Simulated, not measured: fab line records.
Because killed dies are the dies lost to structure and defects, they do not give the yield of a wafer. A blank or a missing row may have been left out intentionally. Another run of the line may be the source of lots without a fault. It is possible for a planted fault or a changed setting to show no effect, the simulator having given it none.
The tool behind it: which one? -- flow nandHarc -- 14 lots with 40 wafers sampled at 5 steps, on a route of 1302 steps

## WHAT THE GAUGES READ, wafer by wafer
NHARC_THIN_TSV_CD_MEAS_12: target cd 1000 nm.
lot,measured,on,cdNm (nm)
L282,day 23 16:29,cdSem-01,1003.1 999.1 999.0
L284,day 24 09:44,cdSem-01,1003.0 1004.5 1000.8
L286,day 24 22:27,cdSem-03,997.5 1000.9 999.6
L287,day 25 12:50,cdSem-01,1002.8 1000.0 999.6
L291,day 27 04:09,cdSem-01,1002.8
L293,day 27 19:25,cdSem-03,1000.8
L296,day 29 05:38,cdSem-03,1000.8 999.9 1001.8
L297,day 29 07:05,cdSem-02,1000.1 1001.4 1002.3
L299,day 31 02:27,cdSem-01,999.9 999.4 1002.2
L301,day 31 08:37,cdSem-01,1002.4 1000.6 997.1
L300,day 31 16:53,cdSem-01,1000.4 1001.0 1002.3
L302,day 31 18:12,cdSem-03,998.8 997.1 999.2
L303,day 32 11:40,cdSem-01,1001.2 999.7 1000.4
L304,day 32 21:47,cdSem-01,1000.9 999.2 998.3

NHARC_END_SORT_01.
lot,measured,on,killedAtArray,killedAtOther,killedAtPeriphery,killedDies,killedOpen,killedShort
L291,day 27 22:13,prober-01,42 36,3 1,1 640,46 677,1 5,1 2
L293,day 28 10:39,prober-01,65 66,0 0,1 611,66 677,2 4,3 1

## TOOL THAT RAN EACH LOT (tool first, then ch and the chambers of the sampled wafers, then the start)
lot,NHARC_P_GATE_DEVELOP_45,NHARC_THIN_TSV_PRE_CLEAN_50,NHARC_THIN_TSV_PVD_19
L282,"lithoTrack-02 ch 0, day 5 13:00","pvdSputter-02, no start","pvdSputter-02, no start"
L284,"lithoTrack-07 ch 0, day 6 07:00","pvdSputter-03, no start","pvdSputter-03, no start"
L286,"lithoTrack-02 ch 0, day 7 04:00","pvdSputter-02, no start","pvdSputter-02, no start"
L287,"lithoTrack-03 ch 0, day 7 16:00","pvdSputter-01, no start","pvdSputter-01, no start"
L291,"lithoTrack-07 ch 0, day 9 09:00","pvdSputter-03, day 27 22:13 or earlier","pvdSputter-03, day 27 22:13 or earlier"
L293,"lithoTrack-07 ch 0, day 9 23:00","pvdSputter-01, day 28 10:39 or earlier","pvdSputter-01, day 28 10:39 or earlier"
L296,"lithoTrack-03 ch 0, day 11 14:00","pvdSputter-01, no start","pvdSputter-01, no start"
L297,"lithoTrack-03 ch 0, day 11 18:00","pvdSputter-03, no start","pvdSputter-03, no start"
L299,"lithoTrack-02 ch 0, day 12 15:00","pvdSputter-01, no start","pvdSputter-01, no start"
L301,"lithoTrack-03 ch 0, day 13 07:00","pvdSputter-03, no start","pvdSputter-03, no start"
L300,"lithoTrack-03 ch 0, day 13 08:00","pvdSputter-01, no start","pvdSputter-01, no start"
L302,"lithoTrack-02 ch 0, day 13 23:00","pvdSputter-01, no start","pvdSputter-01, no start"
L303,"lithoTrack-02 ch 0, day 14 12:00","pvdSputter-03, no start","pvdSputter-03, no start"
L304,"lithoTrack-02 ch 0, day 14 20:00","pvdSputter-01, no start","pvdSputter-01, no start"
- NHARC_P_GATE_DEVELOP_45: time 70 s.
- NHARC_THIN_TSV_PRE_CLEAN_50: time 30 s.
- NHARC_THIN_TSV_PVD_19: deposits TaN, target thk 20 nm.

## WHAT THE TOOLS THEMSELVES READ (means of the sampled wafers that have a number; where no wafer has one, the mark that the record gives instead)
NHARC_THIN_TSV_PRE_CLEAN_50.
lot,tool,heaterPowerW (W)
L282,pvdSputter-02,451
L284,pvdSputter-03,393
L286,pvdSputter-02,441
L287,pvdSputter-01,395
L291,pvdSputter-03,370
L293,pvdSputter-01,372
L296,pvdSputter-01,410
L297,pvdSputter-03,374
L299,pvdSputter-01,396
L301,pvdSputter-03,385
L300,pvdSputter-01,375
L302,pvdSputter-01,379
L303,pvdSputter-03,388
L304,pvdSputter-01,397

NHARC_THIN_TSV_PVD_19.
lot,tool,throttleValvePct (%)
L282,pvdSputter-02,30.7
L284,pvdSputter-03,29.7
L286,pvdSputter-02,30.3
L287,pvdSputter-01,29.6
L291,pvdSputter-03,30.0
L293,pvdSputter-01,29.9
L296,pvdSputter-01,29.6
L297,pvdSputter-03,29.4
L299,pvdSputter-01,29.7
L301,pvdSputter-03,29.4
L300,pvdSputter-01,30.0
L302,pvdSputter-01,29.8
L303,pvdSputter-03,28.8
L304,pvdSputter-01,29.9

## THE ANSWER, worked out from the rows above alone
Rule: usual is defined by the lots themselves. The widest of any qualifying gaps counts: lots, ordered by their means at a reading, are off when they make up no more than a third of the lots, leave a main group of 4 or more, and stand apart from it by 3 or more times the standard deviation of that group's means. If all means in a main group match to the digits the tables above print for the reading, that group is not used. Also off: a lot with no number at a reading for which 4 or more lots have one. The other lots that the step has rows for count as sound. The gauges are gone through in route order, then the tools' own readings, and for those a lot's mean is taken as printed above. At the first step where some lot is off, the reading lying furthest off is the one used; lots without a number count as furthest.
None of the lots is off at any reading shown; this tells nothing.

## WHAT THE SIMULATOR PUT IN
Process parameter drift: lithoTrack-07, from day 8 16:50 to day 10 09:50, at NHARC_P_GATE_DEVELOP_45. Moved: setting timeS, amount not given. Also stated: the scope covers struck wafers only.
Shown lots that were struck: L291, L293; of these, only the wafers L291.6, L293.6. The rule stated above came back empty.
